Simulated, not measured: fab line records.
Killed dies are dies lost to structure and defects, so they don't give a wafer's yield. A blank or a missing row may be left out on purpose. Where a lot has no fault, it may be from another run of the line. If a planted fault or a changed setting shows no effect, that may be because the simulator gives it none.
Split-lot study / flow n5_finfet / on a route of 1938 steps: 7 lots, 21 wafers read

THE SPLIT ITSELF
At N5_MOL_CONTACT_COAG_COAT_62 (time 60 s, resist thk 60 nm), the setting spin_rpm was moved away from the recipe's 1500 rpm on 4 of the 21 wafers read, by -10.4% to +9.3%. For the rest of the wafers, this setting stayed at what the recipe calls for.

FROM THE SPLIT TO THE READING: what the file shows between them, 15 steps
- N5_MOL_CONTACT_COAG_COAT_64: time 60 s, resist thk 10 nm (also split here: spin_rpm)
- N5_MOL_CONTACT_COAG_COAT_34: resist thk 40 nm
- N5_MOL_CONTACT_COAG_EBR_36
- N5_MOL_CONTACT_COAG_DESCUM_45: chemistry O2, time 7 s
- N5_MOL_CONTACT_COAG_ETCH_65: etches underlayer in N2/H2, target depth 13 nm, time 10.4 s
- N5_MOL_CONTACT_COAG_ETCH_66: etches SiARC in CF4, target depth 13 nm, time 21.7 s
- N5_MOL_CONTACT_COAG_ALD_133: deposits SiO2, target thk 5 nm, pulse time 1 s, co reactant pulse time 1 s
- N5_MOL_CONTACT_COAG_ETCHBACK_134: etches SiO2 in CHF3, target depth 10 nm, time 6.7 s
- N5_MOL_CONTACT_COAG_ETCH_67: etches SOC in N2/H2, target depth 60 nm, overetch 21 nm, time 101.2 s
- N5_MOL_CONTACT_COAG_STRIP_68: strips in N2/H2
- N5_MOL_CONTACT_COAG_STRIP_69: strips in N2/H2
- N5_MOL_CONTACT_COAG_ETCHBACK_136: etches SiO2 in CHF3, target depth 25 nm, time 16.7 s
- N5_MOL_CONTACT_COAG_STRIP_120: strips in CHF3
- N5_MOL_CONTACT_COAG_VIA_ETCH_117: etches SiO2 in C4F6/O2, target depth 40 nm, overetch 8 nm, time 26 s
- N5_MOL_CONTACT_COAG_ETCH_124: etches SiNx in CH3F/O2, stops on SiOC, target depth 6.5 nm

THE READING
SOC_of_MOL_CONTACT_COAG_COAT_62.thk_nm (the simulator's own value, which no gauge read), in nm, at N5_MOL_CONTACT_COAG_ETCH_48 (etches SiOC in C4F6/O2, target depth 15 nm, overetch 4.5 nm, time 17 s). No usual value for it is given in the file. Average 45.8 nm, standard deviation 0.31 nm, over the 17 wafers here run with the recipe.

wafer=L074.2; tool, chamber at the split=litho_track-03, 0; spin_rpm as run, rpm=1500; against the recipe=recipe; SOC_of_MOL_CONTACT_COAG_COAT_62.thk_nm, nm=46; against lot-mates on the recipe=-
wafer=L074.3; tool, chamber at the split=litho_track-03, 0; spin_rpm as run, rpm=1500; against the recipe=recipe; SOC_of_MOL_CONTACT_COAG_COAT_62.thk_nm, nm=45.4; against lot-mates on the recipe=-
wafer=L074.4; tool, chamber at the split=litho_track-03, 0; spin_rpm as run, rpm=1500; against the recipe=recipe; SOC_of_MOL_CONTACT_COAG_COAT_62.thk_nm, nm=45.8; against lot-mates on the recipe=-
wafer=L075.2; tool, chamber at the split=litho_track-03, 0; spin_rpm as run, rpm=1360; against the recipe=-9.3%; SOC_of_MOL_CONTACT_COAG_COAT_62.thk_nm, nm=48.8; against lot-mates on the recipe=+3.0
wafer=L075.3; tool, chamber at the split=litho_track-03, 0; spin_rpm as run, rpm=1360; against the recipe=-9.3%; SOC_of_MOL_CONTACT_COAG_COAT_62.thk_nm, nm=48.6; against lot-mates on the recipe=+2.8
wafer=L075.6; tool, chamber at the split=litho_track-03, 0; spin_rpm as run, rpm=1500; against the recipe=recipe; SOC_of_MOL_CONTACT_COAG_COAT_62.thk_nm, nm=45.8; against lot-mates on the recipe=-
wafer=L077.1; tool, chamber at the split=litho_track-04, 0; spin_rpm as run, rpm=1500; against the recipe=recipe; SOC_of_MOL_CONTACT_COAG_COAT_62.thk_nm, nm=46; against lot-mates on the recipe=-
wafer=L077.5; tool, chamber at the split=litho_track-04, 0; spin_rpm as run, rpm=1500; against the recipe=recipe; SOC_of_MOL_CONTACT_COAG_COAT_62.thk_nm, nm=46.2; against lot-mates on the recipe=-
wafer=L077.6; tool, chamber at the split=litho_track-04, 0; spin_rpm as run, rpm=1500; against the recipe=recipe; SOC_of_MOL_CONTACT_COAG_COAT_62.thk_nm, nm=46.2; against lot-mates on the recipe=-
wafer=L078.1; tool, chamber at the split=litho_track-03, 0; spin_rpm as run, rpm=1500; against the recipe=recipe; SOC_of_MOL_CONTACT_COAG_COAT_62.thk_nm, nm=45.8; against lot-mates on the recipe=-
wafer=L078.3; tool, chamber at the split=litho_track-03, 0; spin_rpm as run, rpm=1500; against the recipe=recipe; SOC_of_MOL_CONTACT_COAG_COAT_62.thk_nm, nm=45.4; against lot-mates on the recipe=-
wafer=L078.6; tool, chamber at the split=litho_track-03, 0; spin_rpm as run, rpm=1500; against the recipe=recipe; SOC_of_MOL_CONTACT_COAG_COAT_62.thk_nm, nm=45.6; against lot-mates on the recipe=-
wafer=L088.2; tool, chamber at the split=litho_track-05, 0; spin_rpm as run, rpm=1500; against the recipe=recipe; SOC_of_MOL_CONTACT_COAG_COAT_62.thk_nm, nm=45.6; against lot-mates on the recipe=-
wafer=L088.4; tool, chamber at the split=litho_track-05, 0; spin_rpm as run, rpm=1344; against the recipe=-10.4%; SOC_of_MOL_CONTACT_COAG_COAT_62.thk_nm, nm=49.2; against lot-mates on the recipe=+3.3
wafer=L088.5; tool, chamber at the split=litho_track-05, 0; spin_rpm as run, rpm=1500; against the recipe=recipe; SOC_of_MOL_CONTACT_COAG_COAT_62.thk_nm, nm=46.2; against lot-mates on the recipe=-
wafer=L095.1; tool, chamber at the split=litho_track-04, 0; spin_rpm as run, rpm=1500; against the recipe=recipe; SOC_of_MOL_CONTACT_COAG_COAT_62.thk_nm, nm=45.8; against lot-mates on the recipe=-
wafer=L095.3; tool, chamber at the split=litho_track-04, 0; spin_rpm as run, rpm=1500; against the recipe=recipe; SOC_of_MOL_CONTACT_COAG_COAT_62.thk_nm, nm=45.4; against lot-mates on the recipe=-
wafer=L095.5; tool, chamber at the split=litho_track-04, 0; spin_rpm as run, rpm=1500; against the recipe=recipe; SOC_of_MOL_CONTACT_COAG_COAT_62.thk_nm, nm=45.6; against lot-mates on the recipe=-
wafer=L096.1; tool, chamber at the split=litho_track-04, 0; spin_rpm as run, rpm=1500; against the recipe=recipe; SOC_of_MOL_CONTACT_COAG_COAT_62.thk_nm, nm=46.2; against lot-mates on the recipe=-
wafer=L096.3; tool, chamber at the split=litho_track-04, 0; spin_rpm as run, rpm=1500; against the recipe=recipe; SOC_of_MOL_CONTACT_COAG_COAT_62.thk_nm, nm=45.2; against lot-mates on the recipe=-
wafer=L096.5; tool, chamber at the split=litho_track-04, 0; spin_rpm as run, rpm=1639; against the recipe=+9.3%; SOC_of_MOL_CONTACT_COAG_COAT_62.thk_nm, nm=42.4; against lot-mates on the recipe=-3.3

FIT RESULTS
A straight line over all 21 wafers: SOC_of_MOL_CONTACT_COAG_COAT_62.thk_nm changes by -0.332 nm for each +1% of spin_rpm; r = -0.98; the points scatter about the line by 0.31 nm.
The same after taking each lot's own level away (the mean of its wafers on the recipe; 21 wafers): -0.325 nm for each +1%; r = -0.98; scatter 0.25 nm.
Per that fit: largest spin_rpm move, reading shift of 3.4 nm.
From 45.60 to 46.13 nm: that is the span of the lots' own levels, equal to 1.7 times the standard deviation above.
Consequently the slope shifts little with the lot-to-lot level, the two slopes agreeing.
Check: for one of the wafers moved furthest among these (-10.4%), held out of the fit, the line's prediction against its lot-mates is +3.37 nm. It came out at +3.3 nm against them.

ADDITIONAL SPLITS CARRIED BY THESE WAFERS
Other splits were also applied to these wafers ahead of the reading. Each is held against what the fit with the lots' levels taken away leaves over:
other split on the same wafers=N5_SD_ACTIVATION_LSA_01 temp_c; wafers away from the commonest value=1; r with SOC_of_MOL_CONTACT_COAG_COAT_62.thk_nm (lot level and that fit taken away)=-0.31
other split on the same wafers=N5_GATE_CUT_ALD_22 ald_cycles; wafers away from the commonest value=12; r with SOC_of_MOL_CONTACT_COAG_COAT_62.thk_nm (lot level and that fit taken away)=+0.13
other split on the same wafers=N5_MOL_CONTACT_COAG_COAT_64 spin_rpm; wafers away from the commonest value=9; r with SOC_of_MOL_CONTACT_COAG_COAT_62.thk_nm (lot level and that fit taken away)=+0.05

THE WHOLE CHAIN: every reading that the file lists as answering this split, in the file's order
step=N5_MOL_CONTACT_COAG_COAT_62; what it does=time 60 s, resist thk 60 nm; reading=SOC_of_MOL_CONTACT_COAG_COAT_62.thk_nm (the simulator's own value, which no gauge read); change (the file's fit)=-0.301 nm for each +1% of the setting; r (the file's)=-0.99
step=N5_MOL_CONTACT_COAG_ETCH_67; what it does=etches SOC in N2/H2, target depth 60 nm, overetch 21 nm, time 101.2 s; reading=etch.depth_nm (the simulator's own value, which no gauge read); change (the file's fit)=-0.306 nm for each +1% of the setting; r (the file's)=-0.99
step=N5_MOL_CONTACT_COAG_ETCHBACK_136; what it does=etches SiO2 in CHF3, target depth 25 nm, time 16.7 s; reading=SOC_of_MOL_CONTACT_COAG_COAT_62.thk_nm (the simulator's own value, which no gauge read); change (the file's fit)=-0.307 nm for each +1% of the setting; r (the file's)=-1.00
step=N5_MOL_CONTACT_COAG_VIA_ETCH_117; what it does=etches SiO2 in C4F6/O2, target depth 40 nm, overetch 8 nm, time 26 s; reading=SOC_of_MOL_CONTACT_COAG_COAT_62.thk_nm (the simulator's own value, which no gauge read); change (the file's fit)=-0.324 nm for each +1% of the setting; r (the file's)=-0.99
step=N5_MOL_CONTACT_COAG_ETCH_48; what it does=etches SiOC in C4F6/O2, target depth 15 nm, overetch 4.5 nm, time 17 s; reading=SOC_of_MOL_CONTACT_COAG_COAT_62.thk_nm (the simulator's own value, which no gauge read); change (the file's fit)=-0.327 nm for each +1% of the setting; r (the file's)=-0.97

THE FILE'S OWN FIT
SOC_of_MOL_CONTACT_COAG_COAT_62.thk_nm changes by -0.327 nm for each +1% of spin_rpm, r = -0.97.
